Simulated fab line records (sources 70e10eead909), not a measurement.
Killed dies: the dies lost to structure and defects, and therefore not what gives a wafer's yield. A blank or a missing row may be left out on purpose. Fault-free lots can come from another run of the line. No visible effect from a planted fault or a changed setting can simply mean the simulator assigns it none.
A struck lot beside a sound one	flow nand-harc	15 out of 1302 route steps
Sound: the wafers L953.1, L953.2, L953.4. Struck: wafers L940.3, L940.4, L940.5. The cause comes at the end.
Order at every step that has rows: each side's tool, ch and its chambers, its first start. Under that, the readings that differ: sound wafers	struck wafers	difference of the means	sigmas: that difference in standard deviations of wafers without a fault.
alike: words and numbers the same on both sides, and readings whose means are apart by under 2 such deviations; not compared: readings that were withheld, readings missing a value for some wafer, numbers with overlapping values and no deviation given by the record, and bounds like >300 which may hide the same value.
A row with sigmas, a row that says differs or no value, or rows on one side alone: a step with any of these is where the two part. Numbers that have no deviation but don't overlap get no sigmas and don't part them. Lack of a reading on every wafer of one side parts them only where that side has two or more wafers.

first, 1 step without rows for these wafers: NHARC_P_ZERO_WELL_HARDBAKE_53 (time 80 s).
NHARC_P_ZERO_WELL_DESCUM_54: chemistry O2, time 3 s.
  sound on rie-diel-02 ch 0,1,2, day 10 19:50; struck on rie-diel-02 ch 0,2,3, day 5 09:57
  alike: drypump-motor-current-A, oes-product-au, rf-vpp-V, showerhead-plenum-p-Torr, throttle-valve-pct
  not compared: rf-hours-counter-h
then, 5 steps without rows for these wafers: NHARC_P_ZERO_WELL_IMPLANT_55; NHARC_P_ZERO_WELL_IMPLANT_61; NHARC_P_ZERO_WELL_STRIP_56 (strips in SPM, time 840 s); NHARC_P_ZERO_WELL_PRECLEAN_68 (cleans in SC1, time 60 s); NHARC_P_ZERO_WELL_SRD_69.
NHARC_P_ZERO_WELL_RTA_42: time 300 s.
  sound on rtp-anneal-01 ch 0, day 10 20:50; struck on rtp-anneal-02 ch 0, day 5 11:08
reading	sound	struck	difference	sigmas
lamp-power-pct (%)	42 42 42	35 35 35	-7	-2
  alike: wafer_temp_C_max
NHARC_P_ZERO_WELL_INSPECT_43:
  sound: defect-inspect-02 at day 10 21:31; struck: defect-inspect-01 at day 5 11:35
  alike: raw-defect-count
then, 3 steps without rows for these wafers: NHARC_P_STI_ETCH_26 (etches SiO2 in dHF, target depth 11 nm); NHARC_P_STI_PRECLEAN_27 (cleans in SC1); NHARC_P_STI_SRD_28.
NHARC_P_STI_OXIDE_29: material SiO2, target thk 10 nm, ox time 1362 s.
  sound on furnace-01 ch 0, day 11 02:19; struck on furnace-04 ch 0, day 5 21:53
reading	sound	struck	difference	sigmas
zone-power-centre-pct (%)	17.6 17.6 17.7	22.6 22.4 22.0	+4.7	+2
then, 2 steps without rows for these wafers: NHARC_P_STI_HM_DEP_30 (deposits Si3N4, target thk 80 nm, time 873 s); NHARC_END_SORT_01.

== WHERE THEY PART ==
At NHARC_P_ZERO_WELL_RTA_42 first; at NHARC_P_STI_OXIDE_29 last (within this record only).

WHY: what had been put in by the simulator
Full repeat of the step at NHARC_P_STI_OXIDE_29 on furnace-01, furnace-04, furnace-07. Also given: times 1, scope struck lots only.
